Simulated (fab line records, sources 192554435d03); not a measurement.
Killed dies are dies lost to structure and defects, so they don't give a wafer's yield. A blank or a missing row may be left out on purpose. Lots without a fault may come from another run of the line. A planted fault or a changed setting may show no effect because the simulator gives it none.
A struck lot beside a sound one | flow n5_finfet | 36 steps out of a route of 1938
Sound: wafers L856.4, L856.5, L856.6. Struck: wafers L867.3, L867.5. The cause comes at the end.
At each step with rows: each side's tool, then ch and its chambers, then its first start. Under that, the readings that differ: sound wafers | struck wafers | difference of the means | sigmas: that difference in standard deviations of wafers without a fault.
alike: readings whose means differ by less than 2 such deviations, and words and numbers that are the same on both sides. not compared: withheld readings, readings that some wafer has no value for, bounds like >300 that may hide the same value, and numbers for which the record gives no deviation and whose values overlap.
The two part at a step that has a row with sigmas, a row that says differs or no value, or rows on one side only. Numbers that don't overlap but have no deviation are shown without sigmas and don't part them. A reading that every wafer of one side lacks parts them only if that side has two wafers or more.

first, 9 steps without rows for these wafers: N5_BEOL_M4_ANNEAL_95 (time 240 s); N5_BEOL_M4_SPUTTER_96 (material Cu, target thk 4.5 nm, time 8.29 s); N5_BEOL_M4_ECD_50 (material Cu, target thk 300 nm); N5_BEOL_M4_ANNEAL_51 (time 90 s); N5_BEOL_M4_CMP_52 (polishes, stops on SiOC, t overpolish 6.8 s, target thk 40 nm); N5_BEOL_M4_PRE_CLEAN_60 (time 15 s); N5_BEOL_M4_CO_CAP_55 (material Co, precursor CCTBA/H2, target thk 2 nm, time 102.1 s); N5_BEOL_M4_PRE_CLEAN_56 (time 15 s); N5_BEOL_M4_DEP_57 (deposits SiCN from 3MS/NH3, target thk 8 nm, time 14 s).
N5_BEOL_M4_RC_MEAS_101:
  sound on prober-02 ch 0, day 8 13:20; struck on prober-01 ch 0, day 12 02:35
  alike: DIBL_N, DIBL_P, IOFF_N, IOFF_P, ION_N, ION_P, SS_N, SS_P, VT_N, VT_P
then, 24 steps without rows for these wafers: N5_BEOL_M5_ILD_DEP_00 (deposits SiCOH lowk from DEMS/porogen, target thk 140.64 nm, time 25.9 s); N5_BEOL_M5_CURE_79 (cures SiCOH lowk, time 240 s); N5_BEOL_M5_PECVD_70 (deposits SiO2 from TEOS/O2, target thk 16 nm, time 18 s); N5_BEOL_M5_HM_DEP_02 (deposits TiN, target thk 20 nm); N5_BEOL_M5_COAT_59 (time 60 s, resist thk 60 nm); N5_BEOL_M5_COAT_60 (time 60 s, resist thk 12 nm); N5_BEOL_M5_COAT_71 (time 60 s, resist thk 5 nm); N5_BEOL_M5_COAT_05 (resist thk 30 nm); N5_BEOL_M5_EBR_07; N5_BEOL_M5_SOFTBAKE_06 (time 60 s); N5_BEOL_M5_EXPOSE_08 (exposes mask M5, target cd 28 nm); N5_BEOL_M5_PEB_09 (peb time 60 s); N5_BEOL_M5_DEVELOP_10 (develop time 30 s); N5_BEOL_M5_DESCUM_16 (chemistry O2, time 7 s); N5_BEOL_M5_ETCH_72 (etches underlayer in N2/H2, target depth 6.5 nm, time 5.2 s); N5_BEOL_M5_ETCH_61 (etches SiARC in CF4, target depth 15.6 nm, time 26 s); N5_BEOL_M5_ETCH_62 (etches SOC in N2/H2, target depth 75 nm, overetch 15 nm, time 112.5 s); N5_BEOL_M5_STRIP_63 (strips in N2/H2); N5_BEOL_M5_STRIP_73 (strips in N2/H2); N5_BEOL_M5_STRIP_64 (strips in CF4); N5_BEOL_M5_HM_OPEN_17 (chemistry Cl2/BCl3, target TiN, target depth 20 nm, overetch 6 nm); N5_BEOL_M5_STRIP_19 (strips in O2); N5_BEOL_M5_COAT_65 (time 60 s, resist thk 60 nm); N5_BEOL_M5_COAT_66 (time 60 s, resist thk 12 nm).
-- the record jumps here: 4 days lie between the struck wafers' starts before and after (it left off in module BEOL_M5 and takes up again in module PASSIVATION, whose first step shown is number 1930 of the route) --
N5_PASSIVATION_ETCH_54: etches SiO2 in CHF3/O2, target depth 880 nm, time 440 s.
  sound on rie_diel-05 ch 2,3, day 13 00:38; struck on rie_diel-05 ch 0,2, day 16 11:35
  reading                                 | sound             | struck      | difference | sigmas
  model.etch.depth_nm (nm)                | 891.9 873.7 883.2 | 732.3 743.2 | -145.2     |
  model.PASSIVATION.feature_depth_nm (nm) | 892 873.6 883.2   | 732.2 743.2 | -145.2     |
  alike: O2_flow_sccm, chamber_pressure_mTorr, drypump_motor_current_A, oes_product_au, rf_vpp_V, showerhead_plenum_p_Torr, throttle_valve_pct
  not compared: rf_hours_counter_h
N5_PASSIVATION_PROBE_49:
  the record has rows for the struck wafers here (prober-01, day 16 14:31) and none for the sound ones

WHERE THEY PART
Only at N5_PASSIVATION_PROBE_49, within this record.

WHY: what the simulator had put in
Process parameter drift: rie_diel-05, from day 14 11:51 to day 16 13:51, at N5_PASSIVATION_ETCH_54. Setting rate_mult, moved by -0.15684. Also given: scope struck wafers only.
